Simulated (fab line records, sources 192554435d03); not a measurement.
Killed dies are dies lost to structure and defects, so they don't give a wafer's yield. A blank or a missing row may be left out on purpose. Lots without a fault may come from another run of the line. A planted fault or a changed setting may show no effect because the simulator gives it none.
Which tool did it? | flow n5_finfet | 15 lots, 45 wafers sampled, at 6 steps of a route of 1938

WHAT THE GAUGES READ, wafer by wafer
N5_BEOL_M11_OVL_MEAS_12.
lot  | measured     | on         | M11_OVL (nm)
L781 | day 10 10:46 | overlay-02 | 0.7 1.4 0.7
L782 | day 10 11:10 | overlay-02 | 1.4 0.3 0.2
L783 | day 10 14:40 | overlay-01 | 0.6 1.0 1.0
L787 | day 11 13:05 | overlay-02 | 0.4 1.3 0.9
L788 | day 11 21:34 | overlay-02 | 1.8 1.0 1.6
L789 | day 12 04:26 | overlay-01 | 1.2 1.6 1.5
L795 | day 13 11:38 | overlay-01 | 1.2 1.2 1.3
L796 | day 13 15:17 | overlay-01 | 0.2 0.3 1.4
L797 | day 13 18:20 | overlay-01 | 0.4 0.0 0.5
L799 | day 15 14:52 | overlay-02 | 1.4 1.8 1.5
L800 | day 15 17:26 | overlay-02 | 2.0 1.1 0.6
L804 | day 15 17:38 | overlay-01 | 1.1 2.2 0.8
L801 | day 15 17:49 | overlay-02 | 0.0 0.3 2.1
L802 | day 15 21:11 | overlay-02 | 1.0 0.7 0.5
L803 | day 16 21:03 | overlay-01 | 1.1 0.9 0.5

N5_BEOL_M11_CD_MEAS_18: pitch 140 nm, target cd 70 nm.
lot  | measured     | on        | cd_nm (nm)
L781 | day 10 11:22 | cd_sem-03 | 69.0 69.1 69.5
L782 | day 10 11:40 | cd_sem-01 | 69.7 69.6 69.9
L783 | day 10 15:43 | cd_sem-02 | 69.6 70.3 69.4
L787 | day 11 13:37 | cd_sem-01 | - - -
L788 | day 11 22:18 | cd_sem-02 | - - -
L789 | day 12 05:16 | cd_sem-03 | - - -
L795 | day 13 12:08 | cd_sem-01 | 68.9 68.9 69.3
L796 | day 13 15:56 | cd_sem-02 | 69.0 69.1 68.9
L797 | day 13 18:50 | cd_sem-01 | 70.0 70.7 70.8
L799 | day 15 15:31 | cd_sem-03 | 70.7 69.7 69.9
L800 | day 15 18:03 | cd_sem-03 | 70.7 69.3 69.9
L804 | day 15 18:46 | cd_sem-03 | 70.0 69.6 68.6
L801 | day 15 19:01 | cd_sem-02 | 69.2 70.3 70.4
L802 | day 15 21:42 | cd_sem-02 | 69.8 69.9 70.8
L803 | day 16 21:34 | cd_sem-02 | 69.6 68.4 69.3

WHICH TOOL RAN EACH LOT (tool, then ch and the chambers of the sampled wafers, then the start)
lot  | N5_BEOL_M10_ANNEAL_51            | N5_BEOL_M11_PECVD_70            | N5_BEOL_M11_ETCH_62                | N5_BEOL_M11_HM_OPEN_17
L781 | rtp_anneal-01 ch 0, day 10 07:32 | pecvd-02 ch 0,1,2, day 10 08:51 | rie_diel-04 ch 0,3, day 10 10:59   | rie_metal-01 ch 0,1, day 10 11:12
L782 | rtp_anneal-01 ch 0, day 10 08:08 | pecvd-01 ch 0,1, day 10 09:35   | rie_diel-04 ch 0,1,3, day 10 11:19 | rie_metal-01 ch 0,1, day 10 11:29
L783 | rtp_anneal-01 ch 0, day 10 11:20 | pecvd-02 ch 0,1,2, day 10 13:02 | rie_diel-04 ch 0,2, day 10 15:21   | rie_metal-03 ch 0,1, day 10 15:34
L787 | rtp_anneal-02 ch 0, day 11 09:57 | pecvd-01 ch 0,2, day 11 11:19   | rie_diel-02 ch 0,2,3, day 11 13:14 | rie_metal-02 ch 0,1, day 11 13:25
L788 | rtp_anneal-01 ch 0, day 11 18:58 | pecvd-03 ch 0,1,2, day 11 20:20 | rie_diel-06 ch 2,3, day 11 21:44   | rie_metal-01 ch 0,1, day 11 21:55
L789 | rtp_anneal-01 ch 0, day 12 01:50 | pecvd-02 ch 0,2, day 12 03:15   | rie_diel-02 ch 0,3, day 12 04:50   | rie_metal-03 ch 0,1, day 12 05:01
L795 | rtp_anneal-02 ch 0, day 13 09:06 | pecvd-02 ch 1,2, day 13 10:28   | rie_diel-06 ch 0,2, day 13 11:46   | rie_metal-03 ch 0,1, day 13 11:58
L796 | rtp_anneal-02 ch 0, day 13 13:26 | pecvd-03 ch 0,1,2, day 13 14:49 | rie_diel-06 ch 1,2,3, day 13 15:34 | rie_metal-03 ch 0,1, day 13 15:45
L797 | rtp_anneal-01 ch 0, day 13 15:11 | pecvd-01 ch 0,1, day 13 16:37   | rie_diel-02 ch 0,1,2, day 13 18:28 | rie_metal-01 ch 0,1, day 13 18:40
L799 | rtp_anneal-02 ch 0, day 15 12:29 | pecvd-01 ch 0,1,2, day 15 14:16 | rie_diel-02 ch 0,1, day 15 15:08   | rie_metal-01 ch 0,1, day 15 15:21
L800 | rtp_anneal-01 ch 0, day 15 14:04 | pecvd-03 ch 2, day 15 15:31     | rie_diel-04 ch 1,2,3, day 15 17:35 | rie_metal-01 ch 0,1, day 15 17:47
L804 | rtp_anneal-01 ch 0, day 15 14:33 | pecvd-03 ch 0,2, day 15 15:57   | rie_diel-04 ch 0,2,3, day 15 18:18 | rie_metal-03 ch 0, day 15 18:29
L801 | rtp_anneal-01 ch 0, day 15 15:03 | pecvd-03 ch 0,2, day 15 16:40   | rie_diel-06 ch 0,2,3, day 15 18:37 | rie_metal-03 ch 0,1, day 15 18:49
L802 | rtp_anneal-01 ch 0, day 15 18:35 | pecvd-03 ch 0,1, day 15 20:00   | rie_diel-02 ch 0,1,3, day 15 21:20 | rie_metal-03 ch 0,1, day 15 21:31
L803 | rtp_anneal-01 ch 0, day 16 17:56 | pecvd-01 ch 0,2, day 16 19:46   | rie_diel-06 ch 0,2,3, day 16 21:11 | rie_metal-02 ch 0,1, day 16 21:24
- N5_BEOL_M10_ANNEAL_51: time 90 s.
- N5_BEOL_M11_PECVD_70: deposits SiO2 from TEOS/O2, target thk 20 nm, time 22.7 s.
- N5_BEOL_M11_ETCH_62: etches SOC in N2/H2, target depth 110 nm, overetch 22 nm, time 165 s.
- N5_BEOL_M11_HM_OPEN_17: chemistry Cl2/BCl3, target TiN, target depth 20 nm, overetch 6 nm.

WHAT THE TOOLS THEMSELVES READ (means of the sampled wafers that have a number; where no wafer has one, the mark that the record gives instead)
N5_BEOL_M10_ANNEAL_51.
lot  | tool          | wafer_temp_C_max
L781 | rtp_anneal-01 | 226.11
L782 | rtp_anneal-01 | 225.94
L783 | rtp_anneal-01 | 225.80
L787 | rtp_anneal-02 | 225.56
L788 | rtp_anneal-01 | 225.80
L789 | rtp_anneal-01 | 226.00
L795 | rtp_anneal-02 | 225.34
L796 | rtp_anneal-02 | 225.65
L797 | rtp_anneal-01 | 226.05
L799 | rtp_anneal-02 | 225.78
L800 | rtp_anneal-01 | 226.17
L804 | rtp_anneal-01 | 225.91
L801 | rtp_anneal-01 | 226.00
L802 | rtp_anneal-01 | 225.74
L803 | rtp_anneal-01 | 226.13

N5_BEOL_M11_PECVD_70.
lot  | tool     | heater_power_w (W) | showerhead_plenum_p_Torr (Torr) | throttle_valve_pct (%)
L781 | pecvd-02 | 703                | 8.80                            | 23.2
L782 | pecvd-01 | 803                | 8.86                            | 22.3
L783 | pecvd-02 | 712                | 8.80                            | 23.2
L787 | pecvd-01 | 756                | 8.71                            | 21.5
L788 | pecvd-03 | 707                | 8.78                            | 23.0
L789 | pecvd-02 | 709                | 8.81                            | 22.2
L795 | pecvd-02 | 674                | 8.74                            | 22.7
L796 | pecvd-03 | 710                | 8.78                            | 23.0
L797 | pecvd-01 | 901                | 8.88                            | 23.4
L799 | pecvd-01 | 783                | 8.81                            | 22.5
L800 | pecvd-03 | 730                | 8.74                            | 21.4
L804 | pecvd-03 | 625                | 8.77                            | 22.3
L801 | pecvd-03 | 625                | 8.74                            | 21.9
L802 | pecvd-03 | 716                | 8.81                            | 23.4
L803 | pecvd-01 | 757                | 8.73                            | 21.9

N5_BEOL_M11_ETCH_62.
lot  | tool        | bias_w (W) | chamber_pressure_mTorr (mTorr) | drypump_motor_current_A (A) | oes_product_au (a.u.) | rf_vpp_V (V) | showerhead_plenum_p_Torr (Torr) | temp_c (C) | throttle_valve_pct (%)
L781 | rie_diel-04 | 150.0      | 29.967                         | 5.7                         | 0.61                  | 524.0        | 2.55                            | 40.01      | 17.78
L782 | rie_diel-04 | 150.2      | 30.014                         | 5.7                         | 0.64                  | 523.1        | 2.54                            | 40.07      | 17.79
L783 | rie_diel-04 | 150.2      | 30.005                         | 6.0                         | 0.60                  | 524.1        | 2.54                            | 40.01      | 17.67
L787 | rie_diel-02 | -          | -                              | -                           | -                     | -            | -                               | -          | -
L788 | rie_diel-06 | -          | -                              | -                           | -                     | -            | -                               | -          | -
L789 | rie_diel-02 | -          | -                              | -                           | -                     | -            | -                               | -          | -
L795 | rie_diel-06 | 150.1      | 29.969                         | 5.4                         | 0.77                  | 524.3        | 2.56                            | 40.16      | 17.49
L796 | rie_diel-06 | 150.2      | 29.991                         | 5.6                         | 0.64                  | 521.0        | 2.47                            | 39.96      | 18.02
L797 | rie_diel-02 | 150.0      | 30.017                         | 5.7                         | 0.67                  | 522.5        | 2.57                            | 39.83      | 18.09
L799 | rie_diel-02 | 149.8      | 29.986                         | 5.7                         | 0.71                  | 525.5        | 2.58                            | 40.15      | 18.15
L800 | rie_diel-04 | 150.5      | 30.016                         | 5.7                         | 0.62                  | 524.3        | 2.56                            | 39.92      | 17.86
L804 | rie_diel-04 | 150.1      | 30.004                         | 5.8                         | 0.68                  | 525.3        | 2.58                            | 39.93      | 17.70
L801 | rie_diel-06 | 149.3      | 29.984                         | 5.5                         | 0.68                  | 522.8        | 2.49                            | 39.92      | 17.84
L802 | rie_diel-02 | 149.7      | 29.995                         | 5.6                         | 0.69                  | 525.1        | 2.58                            | 40.10      | 18.02
L803 | rie_diel-06 | 149.7      | 30.005                         | 5.5                         | 0.67                  | 522.6        | 2.49                            | 39.96      | 17.83

N5_BEOL_M11_HM_OPEN_17.
lot  | tool         | drypump_motor_current_A (A) | oes_product_au (a.u.) | throttle_valve_pct (%)
L781 | rie_metal-01 | 5.9                         | 0.56                  | 22.64
L782 | rie_metal-01 | 5.9                         | 0.56                  | 22.63
L783 | rie_metal-03 | 5.8                         | 0.66                  | 22.23
L787 | rie_metal-02 | 6.2                         | 0.28                  | 22.52
L788 | rie_metal-01 | 5.9                         | 0.24                  | 23.30
L789 | rie_metal-03 | 5.8                         | 0.29                  | 22.89
L795 | rie_metal-03 | 6.2                         | 0.62                  | 22.36
L796 | rie_metal-03 | 5.8                         | 0.64                  | 22.27
L797 | rie_metal-01 | 5.9                         | 0.55                  | 22.65
L799 | rie_metal-01 | 5.9                         | 0.65                  | 22.52
L800 | rie_metal-01 | 6.0                         | 0.64                  | 22.53
L804 | rie_metal-03 | 6.6                         | 0.58                  | 22.52
L801 | rie_metal-03 | 5.8                         | 0.63                  | 22.27
L802 | rie_metal-03 | 5.8                         | 0.62                  | 22.28
L803 | rie_metal-02 | 6.2                         | 0.62                  | 21.90

THE ANSWER, worked out from the rows above alone
Rule: what is usual is taken from the lots themselves. Put in order of their means at a reading, lots are off if they are a third of the lots or fewer, leave a main group of 4 or more, and stand apart from it by a gap of 3 or more times the standard deviation of the main group's means; of several such gaps the widest counts. A main group whose means are all the same, to the digits that the tables above print for the reading, isn't used. A lot without any number at a reading at which 4 lots or more have one is off too. The other lots that the step has rows for count as sound. The gauges are gone through in route order, then the tools' own readings, and for those a lot's mean is taken as printed above. The first step at which some lot is off is used, and at that step the reading that is off furthest; a lot without a number counts as furthest.
Off: L787, L788, L789, at N5_BEOL_M11_CD_MEAS_18 (cd_nm). Without a number there: L787, L788, L789. The main group: mean 69.7 nm, standard deviation 0.48.
A tool fits if, at a process step before that reading, it ran every lot that is off, and no sound lot after the first of them. The gauges at N5_BEOL_M11_CD_MEAS_18 aren't tried: what is off there is off at N5_BEOL_M11_ETCH_62 too, on other tools, and a gauge's error can't cause that. None of those tried fits.

WHAT THE SIMULATOR HAD PUT IN
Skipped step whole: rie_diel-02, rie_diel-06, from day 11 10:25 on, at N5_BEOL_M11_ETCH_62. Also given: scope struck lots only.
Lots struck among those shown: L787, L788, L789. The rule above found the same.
